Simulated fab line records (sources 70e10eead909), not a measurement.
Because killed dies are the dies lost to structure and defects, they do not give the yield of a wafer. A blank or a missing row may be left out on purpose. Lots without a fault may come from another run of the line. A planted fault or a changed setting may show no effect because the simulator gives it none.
Chamber matching || flow nand-harc || 4 sister chambers for NHARC_P_BONDPAD_CMP_19 on cmp-04
The step polishes, t overpolish 30 s, cu recess touch 16 s, target thk 160.81 nm. 4 wafers are shown with their chamber, then 8 later ones without.

## WAFERS, EACH WITH ITS CHAMBER
{"wafer": "L074.1", "chamber": 0, "motor-current-A (A)": 11.2}
{"wafer": "L088.5", "chamber": 2, "motor-current-A (A)": 13.5}
{"wafer": "L088.6", "chamber": 3, "motor-current-A (A)": 13.0}
{"wafer": "L091.1", "chamber": 1, "motor-current-A (A)": 12.7}

## WAFERS WITH NO CHAMBER GIVEN
{"wafer": "L091.2", "motor-current-A (A)": 13.4}
{"wafer": "L091.3", "motor-current-A (A)": 13.1}
{"wafer": "L093.1", "motor-current-A (A)": 13.5}
{"wafer": "L093.2", "motor-current-A (A)": 13.3}
{"wafer": "L093.4", "motor-current-A (A)": 13.6}
{"wafer": "L097.2", "motor-current-A (A)": 11.3}
{"wafer": "L097.5", "motor-current-A (A)": 13.5}
{"wafer": "L097.6", "motor-current-A (A)": 13.0}

## WHICH CHAMBER EACH WENT THROUGH
{"wafer": "L091.2", "from the rows above": 2, "in truth": 2}
{"wafer": "L091.3", "from the rows above": 3, "in truth": 3}
{"wafer": "L093.1", "from the rows above": 2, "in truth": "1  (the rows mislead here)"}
{"wafer": "L093.2", "from the rows above": "can't be placed: 2 or 3", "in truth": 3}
{"wafer": "L093.4", "from the rows above": 2, "in truth": 2}
{"wafer": "L097.2", "from the rows above": 0, "in truth": 0}
{"wafer": "L097.5", "from the rows above": 2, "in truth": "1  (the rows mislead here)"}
{"wafer": "L097.6", "from the rows above": 3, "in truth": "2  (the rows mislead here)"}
Correct placement for 4 of the 8. Can't be placed from these rows: 1 (the true chamber is among the candidates in 1). Number placed wrongly: 3.
How it was worked out, from the rows above alone: a wafer's distance from a chamber is the root of the sum, over the readings, of the square of ((its reading less the chamber's mean) divided by the reading's scatter). If the next closest chamber is less than 2 further off than the closest, the wafer can't be placed; otherwise it belongs to the closest. For every chamber, the mean is computed from those of its wafers that are shown. The scatter: with one shown wafer a chamber, the root of the mean of the squares of how far each hidden wafer lies from its nearest shown one.
